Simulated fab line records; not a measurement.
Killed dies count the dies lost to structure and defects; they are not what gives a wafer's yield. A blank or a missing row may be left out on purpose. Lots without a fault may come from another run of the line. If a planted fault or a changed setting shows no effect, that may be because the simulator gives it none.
Matching of chambers / flow nand_harc / pecvd-03 running NHARC_P_M1_PRE_CLEAN_32: 3 sister chambers
The step time 12 s. 6 wafers are shown with their chamber, then 7 later ones without.

WAFERS PAIRED WITH THEIR CHAMBERS
wafer=L925.2; chamber=1; heater_power_w (W)=626
wafer=L926.4; chamber=1; heater_power_w (W)=612
wafer=L927.2; chamber=2; heater_power_w (W)=617
wafer=L927.6; chamber=2; heater_power_w (W)=615
wafer=L938.2; chamber=0; heater_power_w (W)=712
wafer=L938.4; chamber=0; heater_power_w (W)=706

WAFERS MISSING THEIR CHAMBER
wafer=L938.5; heater_power_w (W)=558
wafer=L940.1; heater_power_w (W)=710
wafer=L940.3; heater_power_w (W)=614
wafer=L940.5; heater_power_w (W)=514
wafer=L942.1; heater_power_w (W)=600
wafer=L942.2; heater_power_w (W)=538
wafer=L942.5; heater_power_w (W)=616

WHICH CHAMBER EACH ONE RAN IN
wafer=L938.5; from the rows above=can't be placed: 2 or 1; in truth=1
wafer=L940.1; from the rows above=0; in truth=0
wafer=L940.3; from the rows above=can't be placed: 2 or 1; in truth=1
wafer=L940.5; from the rows above=can't be placed: 2 or 1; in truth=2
wafer=L942.1; from the rows above=can't be placed: 2 or 1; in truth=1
wafer=L942.2; from the rows above=can't be placed: 2 or 1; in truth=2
wafer=L942.5; from the rows above=can't be placed: 2 or 1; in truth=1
Correct placement for 1 of the 7. Cannot be placed on the basis of these rows: 6; the candidates contain the true chamber in 6. Placed wrongly: 0.
How it was worked out, from the rows above alone: a wafer's distance from a chamber is the root of the sum, over the readings, of the square of ((its reading less the chamber's mean) divided by the reading's scatter). The wafer belongs to the nearest chamber; if the next one is less than 2 further off, it can't be placed. The mean given for a chamber averages the wafers shown for that chamber. The scatter is the square root of a quotient: the sum, over the shown wafers, of each reading's squared deviation from its chamber's mean, divided by wafers minus chambers.
